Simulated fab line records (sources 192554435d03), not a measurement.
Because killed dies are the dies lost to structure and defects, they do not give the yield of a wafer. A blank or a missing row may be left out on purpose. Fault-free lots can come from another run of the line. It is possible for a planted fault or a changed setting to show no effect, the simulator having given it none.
Split-lot trial    flow n5 finfet    39 wafers read from 7 lots, route of 1938 steps

== ON THE SPLIT ==
At N5_DUMMY_GATE_ETCH_37 (etches SOC in N2/H2, target depth 60 nm, overetch 30 nm), the setting source w was moved away from the recipe's 840 W on 15 of the 39 wafers read, by -16.2% to +7.3%. All remaining wafers had this setting at the recipe value.

Reading taken at the split's own step.

== THE READING ==
rf vpp V, in V, at N5_DUMMY_GATE_ETCH_37 (etches SOC in N2/H2, target depth 60 nm, overetch 30 nm). Typical for fault-free wafers on this fab line: 523.7 V, with standard deviation 2.2 V.

wafer   tool, chamber at the split  source w as run, W  against the recipe  rf vpp V, V  against lot-mates on the recipe
L077.1  rie diel-02, 1              787.9               -6.2%               538.4        +16.3
L077.2  rie diel-02, 3              840                 recipe              522.9        -
L077.3  rie diel-02, 2              840                 recipe              522.3        -
L077.4  rie diel-02, 0              787.9               -6.2%               536.4        +14.3
L077.5  rie diel-02, 3              787.9               -6.2%               532.6        +10.5
L077.6  rie diel-02, 2              840                 recipe              521.2        -
L082.1  rie diel-02, 1              840                 recipe              526.2        -
L082.2  rie diel-02, 0              704                 -16.2%              557.2        +33.9
L082.3  rie diel-02, 2              840                 recipe              523.0        -
L082.4  rie diel-02, 3              840                 recipe              520.8        -
L082.5  rie diel-02, 2              704                 -16.2%              553.5        +30.2
L082.6  rie diel-02, 3              704                 -16.2%              552.3        +29.0
L087.1  rie diel-02, 1              840                 recipe              527.6        -
L087.2  rie diel-02, 0              840                 recipe              525.5        -
L087.3  rie diel-02, 2              840                 recipe              523.1        -
L087.4  rie diel-02, 0              840                 recipe              525.2        -
L087.5  rie diel-02, 2              840                 recipe              521.2        -
L087.6  rie diel-02, 1              840                 recipe              525.6        -
L089.1  rie diel-02, 1              764.5               -9.0%               543.8        +22.8
L089.2  rie diel-02, 2              764.5               -9.0%               539.7        +18.7
L089.3  rie diel-02, 0              764.5               -9.0%               541.6        +20.6
L089.4  rie diel-02, 3              840                 recipe              521.0        -
L089.5  rie diel-02, 3              840                 recipe              520.2        -
L089.6  rie diel-02, 2              840                 recipe              521.7        -
L090.1  rie diel-04, 0              884                 +5.2%               513.3        -10.2
L090.2  rie diel-04, 1              840                 recipe              525.8        -
L090.3  rie diel-04, 2              884                 +5.2%               510.8        -12.7
L090.4  rie diel-04, 3              840                 recipe              522.5        -
L090.5  rie diel-04, 3              840                 recipe              522.1        -
L090.6  rie diel-04, 2              884                 +5.2%               511.9        -11.6
L094.1  rie diel-06, 2              901.3               +7.3%               509.4        -15.0
L094.2  rie diel-06, 3              901.3               +7.3%               512.7        -11.7
L094.3  rie diel-06, 0              840                 recipe              525.7        -
L094.4  rie diel-06, 3              901.3               +7.3%               510.4        -14.0
L094.5  rie diel-06, 0              840                 recipe              525.6        -
L094.6  rie diel-06, 2              840                 recipe              521.8        -
L097.1  rie diel-02, 0              840                 recipe              525.6        -
L097.3  rie diel-02, 2              840                 recipe              520.1        -
L097.6  rie diel-02, 0              840                 recipe              525.3        -

THE FIT
A straight line over all 39 wafers: rf vpp V changes by -1.93 V for each +1% of source w; r = -0.98; the points scatter about the line by 2.2 V.
The same after taking each lot's own level away (the mean of its wafers on the recipe; 39 wafers): -2.01 V for each +1%; r = -0.98; scatter 2.1 V.
According to that fit, moving source w by its largest amount changes the reading by 33 V.
The span of the lots' own levels, 520.97 to 524.70 V, comes to 1.7 times the standard deviation stated above.
The two slopes are in agreement: the lot-to-lot level therefore moves the slope only a little.
Check: with one of the wafers moved furthest among these (-16.2%) left out of the fit, the line predicts +32.4 V for it against its lot-mates. It came out at +33.9 V against them.
Tool readings at the split's step, against how far the setting was moved: rf vpp V r = -0.98.

== OTHER SPLITS ON THESE WAFERS ==
These wafers also went through other splits before the reading. Each is held against what the fit with the lots' levels taken away leaves over:
other split on the same wafers   wafers away from the commonest value  r with rf vpp V (lot level and that fit taken away)
N5_WELL_APT_EPI_41 target thk a  15                                    +0.15
N5_FIN_SAQP_HM_DEP_03 time s     15                                    +0.11

== THE FILE'S OWN FIT ==
rf vpp V changes by -2.01 V for each +1% of source w, r = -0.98.
